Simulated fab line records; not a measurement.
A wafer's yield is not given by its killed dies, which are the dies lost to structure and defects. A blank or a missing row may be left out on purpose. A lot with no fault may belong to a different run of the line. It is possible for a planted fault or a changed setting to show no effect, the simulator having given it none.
Comparing a struck lot with a sound one ; flow n5Finfet ; 14 steps out of a route of 1938
Sound: these wafers, L362.1, L362.4, L362.5. The struck wafers were L366.2, L366.4, L366.5. The cause is given at the end.
Each step with rows lists, per side, the tool, then ch with its chambers, then its first start. Under that, the readings that differ: sound wafers ; struck wafers ; difference of the means ; sigmas: that difference in standard deviations of wafers without a fault.
alike: words and numbers the same on both sides, and readings whose means are apart by under 2 such deviations; not compared: readings that were withheld, readings missing a value for some wafer, numbers with overlapping values and no deviation given by the record, and bounds like >300 which may hide the same value.
The two part at a step that has a row with sigmas, a row that says differs or no value, or rows on one side only. Numbers that don't overlap but have no deviation are shown without sigmas and don't part them. Lack of a reading on every wafer of one side parts them only where that side has two or more wafers.

N5_BEOL_M14_CMP_49: polishes, stops on SiO2, t overpolish 5.2 s, target thk 560 nm.
  sound on cmp-01 ch 2,3, day 13 15:14; struck on cmp-01 ch 1,2, day 14 20:13
  alike: barrierFieldEndpointS, clearingPlatenDownForcePsi, motorCurrentA, overpolishRunS, timeToEndpointS
N5_BEOL_M14_THK_MEAS_50: measures by xrf.
  struck on filmMetro-01, day 14 20:31; sound on filmMetro-02, day 13 15:31
  alike: M14_THK
then, 1 step without rows for these wafers: N5_BEOL_M14_PRE_CLEAN_52 (time 15 s).
N5_BEOL_M14_DEP_53: deposits SiCN from 3MS/NH3, target thk 50 nm, time 17.8 s.
  sound on pecvd-02 ch 0,1,2, day 13 15:35; struck on pecvd-02 ch 1,2, day 14 20:35
  alike: showerheadPlenumPTorr, throttleValvePct
N5_BEOL_M14_RS_MEAS_54: a four-point-probe measurement.
  struck on filmMetro-02, day 14 20:39; sound on filmMetro-02, day 13 15:39
  alike: M14_RS
N5_BEOL_M14_INSPECT_55: inspects for defects (darkfield).
  struck on defectInspect-02, day 14 20:41; sound on defectInspect-01, day 13 15:41
  alike: rawDefectCount
N5_BEOL_M15_ILD_DEP_00: deposits SiO2 from TEOS/O2, target thk 1629.3 nm, time 346.1 s.
  sound on pecvd-03 ch 0,1,2, day 13 15:43; struck on pecvd-01 ch 0,1,2, day 14 20:43
  alike: heaterPowerW, showerheadPlenumPTorr, throttleValvePct
N5_BEOL_M15_THK_MEAS_01:
  struck on filmMetro-01, day 14 20:58; sound on filmMetro-02, day 13 15:58
  alike: M15_ILD_THK
then, 4 steps without rows for these wafers: N5_BEOL_M15_COAT_58 (time 60 s, resist thk 89 nm); N5_BEOL_M15_COAT_04 (resist thk 800 nm); N5_BEOL_M15_EBR_06; N5_BEOL_M15_SOFTBAKE_05 (time 60 s).
N5_BEOL_M15_EXPOSE_07: exposes mask V14.
  sound on krfScanner-02 ch 0, day 13 16:13; struck on krfScanner-02, day 14 21:13
  no value came back on the struck wafers for exposureDoseMJCm2, focusOffsetNm (nm); on the sound wafers exposureDoseMJCm2 reads 41.24 41.20 41.28
  alike: mask
then, 1 step without rows for these wafers: N5_BEOL_M15_PEB_08 (peb time 90 s).

WHERE THEY PART
At N5_BEOL_M15_EXPOSE_07 and nowhere else, as far as this record goes.

WHY: the cause the simulator had injected
Skipped step whole: krfScanner-02, from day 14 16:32 on, at N5_BEOL_M15_EXPOSE_07. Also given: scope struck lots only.
